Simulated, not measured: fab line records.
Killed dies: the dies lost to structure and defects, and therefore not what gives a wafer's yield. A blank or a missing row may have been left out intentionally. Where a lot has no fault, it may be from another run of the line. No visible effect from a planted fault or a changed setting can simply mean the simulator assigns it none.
fab line records    flow n5-finfet
record lots=7  wafers=39
route steps=1938 shown BEOL_M8@1377
start-h: start of the lot's first displayed wafer, in hours after the record's first day    wait-h: time in hours since the lot's previous step    " identical to the entry in the row above    L1.1+2: a row that stands for several wafers    - no value present, or no start provided    * or withheld: withheld    < > ~ a bound
route shown NAME@n: names a module that has steps shown in the file, with the first one's number in the route    usual: average and standard deviation across the fault-free wafers    same: alike in all rows    chamber/n: place in a boat    sites: readings site by site    _std_site: the values' standard deviation    _edge_site: outer sites' mean less inner sites'    radius-mm: for every site, how far away it sits from the centre of the wafer    mask NAME#n: copy n    behind: tool/chamber where the wafer was last shaped    hold: why the lot went on hold/how many hours it stayed there/how the hold came to an end    device: which transistor (n, p or np) failed to switch    end of line: at the end of the route, the tests of the same wafers    a step with no rows: only its recipe    killed: count of dies lost to structure and defects at first sort (not the wafer's yield)    map: dies across one wafer; x = killed, . = not, _ = none there
set.NAME: the setting that was run; set.NAME@STEP: the one run at that earlier step    model.NAME: the simulator's own value behind a step, which no gauge read
lots run with intentionally changed settings; tables by step, rows by wafer
## steps
# step N5_BEOL_M8_TRENCH_ETCH_37
# recipe chemistry=C4F6/O2  target-depth-a=934.78  target=SiCOH_lowk  time-s=31.2  ion-energy-ev=250  pressure-mtorr=30  source-w=345  bias-w=185  Ar_flow_sccm=300  C4F6_flow_sccm=10  O2_flow_sccm=10
lot.wafer  tool         chamber  start-h  wait-h  set.time-s  model.BEOL_M8.feature-depth-nm  model.etch.depth-nm  model.TiN_of_BEOL_M8_HM_DEP_02.thk-nm
L074.1     rie-diel-04  2        -        -       17.36       52.4                            52.39                18.6
L074.2     "            0        "        "       31.2        93.2                            93.12                17.2
L074.3     "            1        "        "       17.36       51.8                            51.72                18.6
L074.4     "            3        "        "       17.36       50.8                            50.85                18.2
L074.5     "            3        "        "       31.2        91.6                            91.56                17.4
L074.6     "            0        "        "       31.2        92.8                            92.74                17.6
L082.1     rie-diel-05  3        -        -       43.03       126                             125.9                16.6
L082.2     "            1        "        "       31.2        91.6                            91.69                17.4
L082.3     "            0        "        "       31.2        93                              92.99                17.6
L082.4     "            2        "        "       31.2        92.2                            92.26                17.4
L082.5     "            0        "        "       43.03       129                             129                  16.6
L082.6     "            3        "        "       43.03       126.2                           126.2                16.4
L086.1     rie-diel-04  3        -        -       26.07       77                              77.03                18
L086.2     "            2        "        "       31.2        93                              92.99                17.6
L086.3     "            1        "        "       31.2        91.6                            91.58                17.8
L086.4     "            0        "        "       26.07       76.6                            76.53                18
L086.5     "            3        "        "       31.2        91.8                            91.74                17.8
L086.6     "            0        "        "       26.07       75.8                            75.84                18.2
L091.3     rie-diel-04  2        -        -       31.2        93                              92.92                17.4
L091.5     "            3        "        "       31.2        92.2                            92.21                17.4
L091.6     "            0        "        "       31.2        91.4                            91.31                17.4
L092.1     rie-diel-02  2        -        -       38.1        113.6                           113.6                16.6
L092.2     "            1        "        "       31.2        93.2                            93.2                 17.2
L092.3     "            0        "        "       38.1        112.2                           112.1                16.8
L092.4     "            2        "        "       38.1        113.4                           113.4                16.8
L092.5     "            0        "        "       31.2        91.2                            91.24                17.2
L092.6     "            1        "        "       31.2        93                              93.02                17.2
L094.1     rie-diel-04  2        -        -       31.2        92.8                            92.74                17.4
L094.2     "            3        "        "       31.2        92.2                            92.24                17.2
L094.3     "            0        "        "       44.81       129.6                           129.5                16.6
L094.4     "            1        "        "       31.2        95.2                            95.1                 17.4
L094.5     "            3        "        "       44.81       132.4                           132.4                16
L094.6     "            0        "        "       44.81       129.2                           129.1                16.4
L096.1     rie-diel-05  3        -        -       31.2        90.6                            90.56                17
L096.2     "            2        "        "       40.61       122                             122                  16.2
L096.3     "            1        "        "       40.61       117.6                           117.5                16
L096.4     "            0        "        "       31.2        91.2                            91.2                 17
L096.5     "            2        "        "       31.2        92.4                            92.3                 17.2
L096.6     "            1        "        "       40.61       118.2                           118.1                16
# step N5_BEOL_M8_ETCH_41
# recipe chemistry=CH3F/O2  target=SiCN  target-depth-a=319  taper-deg=2  time-s=57.8  ion-energy-ev=120  mask-material=TiN  pressure-mtorr=30  source-w=395  bias-w=75  Ar_flow_sccm=150  CH3F_flow_sccm=30  O2_flow_sccm=20
# step N5_BEOL_M8_STRIP_80
# recipe chemistry=N2/H2  time-s=10  power-w=450  temp-c=40  pressure-mtorr=20  rf-frequency-hz=6e+07  bias-power-w=7  n2-flow-sccm=200  h2-flow-sccm=200
# step N5_BEOL_M8_OCD_MEAS_38
# usual trench-depth-nm=92.3/1.2
lot.wafer  tool    chamber  start-h  wait-h  set.time-s@BEOL_M8_TRENCH_ETCH_37  trench-depth-nm
L074.1     ocd-01  -        203.69   -       17.36                              52.3
L074.2     "       -        "        "       31.2                               93.1
L074.3     "       -        "        "       17.36                              51.9
L074.4     "       -        "        "       17.36                              50.9
L074.5     "       -        "        "       31.2                               92.0
L074.6     "       -        "        "       31.2                               92.7
L082.1     ocd-01  -        244.39   -       43.03                              126.1
L082.2     "       -        "        "       31.2                               91.7
L082.3     "       -        "        "       31.2                               93.2
L082.4     "       -        "        "       31.2                               92.1
L082.5     "       -        "        "       43.03                              129.1
L082.6     "       -        "        "       43.03                              126.1
L086.1     ocd-02  -        276.54   -       26.07                              77.1
L086.2     "       -        "        "       31.2                               92.6
L086.3     "       -        "        "       31.2                               91.3
L086.4     "       -        "        "       26.07                              76.3
L086.5     "       -        "        "       31.2                               91.2
L086.6     "       -        "        "       26.07                              75.3
L091.3     ocd-01  -        302.91   -       31.2                               93.0
L091.5     "       -        "        "       31.2                               92.3
L091.6     "       -        "        "       31.2                               91.2
L092.1     ocd-01  -        312.49   -       38.1                               112.6
L092.2     "       -        "        "       31.2                               93.5
L092.3     "       -        "        "       38.1                               112.4
L092.4     "       -        "        "       38.1                               113.2
L092.5     "       -        "        "       31.2                               91.9
L092.6     "       -        "        "       31.2                               93.0
L094.1     ocd-02  -        322.69   -       31.2                               92.5
L094.2     "       -        "        "       31.2                               92.3
L094.3     "       -        "        "       44.81                              129.5
L094.4     "       -        "        "       31.2                               94.4
L094.5     "       -        "        "       44.81                              132.4
L094.6     "       -        "        "       44.81                              129.2
L096.1     ocd-01  -        330.24   -       31.2                               90.6
L096.2     "       -        "        "       40.61                              122.0
L096.3     "       -        "        "       40.61                              117.6
L096.4     "       -        "        "       31.2                               90.9
L096.5     "       -        "        "       31.2                               92.0
L096.6     "       -        "        "       40.61                              118.0
# step N5_BEOL_M8_HM_STRIP_39
# recipe chemistry=peroxide-tin-strip  material=TiN  target-depth-a=250  temp-c=50  time-s=158
# step N5_BEOL_M8_SRD_40
# recipe time-s=30  temp-c=23  rinse-liquid=diw  dry=ipa-marangoni
# step N5_BEOL_M8_ECD_50
# recipe material=Cu  target-thk-a=3000
# step N5_BEOL_M8_ANNEAL_51
# recipe temp-c=225  time-s=90  ambient=N2
# step N5_BEOL_M8_CMP_52
# recipe stop-on=SiCOH_lowk  t-overpolish-s=6.9  down-force-psi=1  platen-rpm=50  clearing-platen-down-force-psi=1.5  clearing-platen-rpm=50  post-cmp-clean=cu-alkaline  target-thk-nm=80  clearing-platen-pad-velocity-m-s=0.99484  pad-velocity-m-s=0.99484
lot.wafer   tool    chamber  start-h  wait-h  set.time-s@BEOL_M8_TRENCH_ETCH_37  model.Cu_of_BEOL_M8_ECD_50.thk-nm
L074.2      cmp-03  3        207.02   0.2     31.2                               78
L074.4+1    "       0,1      "        "       17.36                              38
L074.3      "       2        "        "       17.36                              38.4
L074.6      "       3        "        "       31.2                               78.8
L074.5      "       0        "        "       31.2                               77
L082.2      cmp-04  0        246.09   0.2     31.2                               79
L082.1      "       1        "        "       43.03                              114.4
L082.4      "       2        "        "       31.2                               80.2
L082.3      "       3        "        "       31.2                               80.4
L082.6      "       0        "        "       43.03                              112.4
L082.5      "       1        "        "       43.03                              116.2
L086.3      cmp-03  2        278.25   0.2     31.2                               79
L086.2      "       3        "        "       31.2                               78.6
L086.1      "       0        "        "       26.07                              63
L086.4      "       1        "        "       26.07                              62.6
L086.5      "       2        "        "       31.2                               79.8
L086.6      "       3        "        "       26.07                              60.2
L091.3      cmp-04  2        305.26   0.2     31.2                               81
L091.5      "       2        "        "       31.2                               80.4
L091.6      "       3        "        "       31.2                               79.6
L092.2+6+5  cmp-01  2,2,3    315.24   0.2     31.2                               78.6
L092.1      "       3        "        "       38.1                               99.6
L092.3      "       0        "        "       38.1                               96.8
L092.4      "       1        "        "       38.1                               100.2
L094.1      cmp-03  0        325.01   0.3     31.2                               80
L094.3      "       1        "        "       44.81                              116
L094.4      "       2        "        "       31.2                               82.4
L094.2      "       3        "        "       31.2                               78.6
L094.5      "       0        "        "       44.81                              119.6
L094.6      "       1        "        "       44.81                              115
L096.1      cmp-01  0        332.46   0.3     31.2                               76.4
L096.4      "       1        "        "       31.2                               80.2
L096.2      "       2        "        "       40.61                              110
L096.3      "       3        "        "       40.61                              104.8
L096.5      "       0        "        "       31.2                               79
L096.6      "       1        "        "       40.61                              105.4
# step N5_BEOL_M8_THK_MEAS_53
# recipe thk-meas-gauge=xrf  reads=Cu_of_BEOL_M8_ECD_50
# usual M8_THK=78.4/1.4
lot.wafer  tool           chamber  start-h  wait-h  set.time-s@BEOL_M8_TRENCH_ETCH_37  M8_THK[nm]
L074.1     film-metro-02  -        207.31   -       17.36                              38.1
L074.2     "              -        "        "       31.2                               77.6
L074.3     "              -        "        "       17.36                              38.5
L074.4     "              -        "        "       17.36                              37.9
L074.5     "              -        "        "       31.2                               76.7
L074.6     "              -        "        "       31.2                               78.4
L082.1     film-metro-02  -        246.38   -       43.03                              112.2
L082.2     "              -        "        "       31.2                               77.9
L082.3     "              -        "        "       31.2                               79.6
L082.4     "              -        "        "       31.2                               79.0
L082.5     "              -        "        "       43.03                              114.5
L082.6     "              -        "        "       43.03                              110.8
L086.1     film-metro-01  -        278.54   -       26.07                              62.6
L086.2     "              -        "        "       31.2                               78.0
L086.3     "              -        "        "       31.2                               78.7
L086.4     "              -        "        "       26.07                              62.3
L086.5     "              -        "        "       31.2                               79.1
L086.6     "              -        "        "       26.07                              59.9
L091.3     film-metro-01  -        305.56   -       31.2                               79.7
L091.5     "              -        "        "       31.2                               78.9
L091.6     "              -        "        "       31.2                               78.3
L092.1     film-metro-02  -        315.54   -       38.1                               97.6
L092.2     "              -        "        "       31.2                               77.0
L092.3     "              -        "        "       38.1                               94.8
L092.4     "              -        "        "       38.1                               98.5
L092.5     "              -        "        "       31.2                               77.0
L092.6     "              -        "        "       31.2                               77.0
L094.1     film-metro-02  -        325.31   -       31.2                               78.8
L094.2     "              -        "        "       31.2                               77.0
L094.3     "              -        "        "       44.81                              113.7
L094.4     "              -        "        "       31.2                               80.9
L094.5     "              -        "        "       44.81                              117.4
L094.6     "              -        "        "       44.81                              112.7
L096.1     film-metro-01  -        332.75   -       31.2                               75.4
L096.2     "              -        "        "       40.61                              108.7
L096.3     "              -        "        "       40.61                              103.3
L096.4     "              -        "        "       31.2                               78.8
L096.5     "              -        "        "       31.2                               78.0
L096.6     "              -        "        "       40.61                              103.9
# step N5_BEOL_M8_PRE_CLEAN_55
# recipe gas=NH3  time-s=15  temp-c=withheld  rf-power-w=300
# step N5_BEOL_M8_DEP_56
# recipe material=SiCN  target-thk-a=100  temp-c=withheld  precursor=3MS/NH3  pressure-torr=3  rf-w=202  time-s=17.5
# step N5_BEOL_M8_RS_MEAS_57
# recipe thk-meas-gauge=four-point-probe  reads=Cu_of_BEOL_M8_ECD_50+Co_of_BEOL_M8_CVD_78+TaN_of_BEOL_M8_ALD_77
# usual M8_RS=0.289/0.0065
lot.wafer  tool           chamber  start-h  wait-h  set.time-s@BEOL_M8_TRENCH_ETCH_37  M8_RS[ohm/sq]
L074.1     film-metro-01  -        207.44   0.1     17.36                              0.716
L074.2     "              -        "        "       31.2                               0.295
L074.3     "              -        "        "       17.36                              0.707
L074.4     "              -        "        "       17.36                              0.718
L074.5     "              -        "        "       31.2                               0.299
L074.6     "              -        "        "       31.2                               0.291
L082.1     film-metro-01  -        246.53   0.1     43.03                              0.190
L082.2     "              -        "        "       31.2                               0.290
L082.3     "              -        "        "       31.2                               0.285
L082.4     "              -        "        "       31.2                               0.286
L082.5     "              -        "        "       43.03                              0.186
L082.6     "              -        "        "       43.03                              0.193
L086.1     film-metro-02  -        278.71   0.1     26.07                              0.380
L086.2     "              -        "        "       31.2                               0.292
L086.3     "              -        "        "       31.2                               0.290
L086.4     "              -        "        "       26.07                              0.383
L086.5     "              -        "        "       31.2                               0.287
L086.6     "              -        "        "       26.07                              0.401
L091.3     film-metro-02  -        305.69   0.1     31.2                               0.282
L091.5     "              -        "        "       31.2                               0.285
L091.6     "              -        "        "       31.2                               0.288
L092.1     film-metro-01  -        315.67   0.1     38.1                               0.222
L092.2     "              -        "        "       31.2                               0.292
L092.3     "              -        "        "       38.1                               0.229
L092.4     "              -        "        "       38.1                               0.221
L092.5     "              -        "        "       31.2                               0.292
L092.6     "              -        "        "       31.2                               0.293
L094.1     film-metro-01  -        325.44   0.1     31.2                               0.286
L094.2     "              -        "        "       31.2                               0.292
L094.3     "              -        "        "       44.81                              0.187
L094.4     "              -        "        "       31.2                               0.276
L094.5     "              -        "        "       44.81                              0.181
L094.6     "              -        "        "       44.81                              0.189
L096.1     film-metro-01  -        332.88   0.1     31.2                               0.302
L096.2     "              -        "        "       40.61                              0.198
L096.3     "              -        "        "       40.61                              0.210
L096.4     "              -        "        "       31.2                               0.286
L096.5     "              -        "        "       31.2                               0.290
L096.6     "              -        "        "       40.61                              0.208
## key
split step=N5_BEOL_M8_TRENCH_ETCH_37  setting=time-s  stated=31.2  by=wafer
response step=N5_BEOL_M8_TRENCH_ETCH_37  reading=model.BEOL_M8.feature-depth-nm  change=+0.903  per=1%  r=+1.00
response step=N5_BEOL_M8_TRENCH_ETCH_37  reading=model.etch.depth-nm  change=+0.902  per=1%  r=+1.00
response step=N5_BEOL_M8_TRENCH_ETCH_37  reading=model.TiN_of_BEOL_M8_HM_DEP_02.thk-nm  change=-0.0247  per=1%  r=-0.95
response step=N5_BEOL_M8_OCD_MEAS_38  reading=trench-depth-nm  change=+0.903  per=1%  r=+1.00
response step=N5_BEOL_M8_CMP_52  reading=model.Cu_of_BEOL_M8_ECD_50.thk-nm  change=+0.895  per=1%  r=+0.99
response step=N5_BEOL_M8_THK_MEAS_53  reading=M8_THK  change=+0.88  per=1%  r=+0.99
response step=N5_BEOL_M8_RS_MEAS_57  reading=M8_RS  shape=bent  at-lowest=0.714  at-stated=0.289  at-highest=0.186
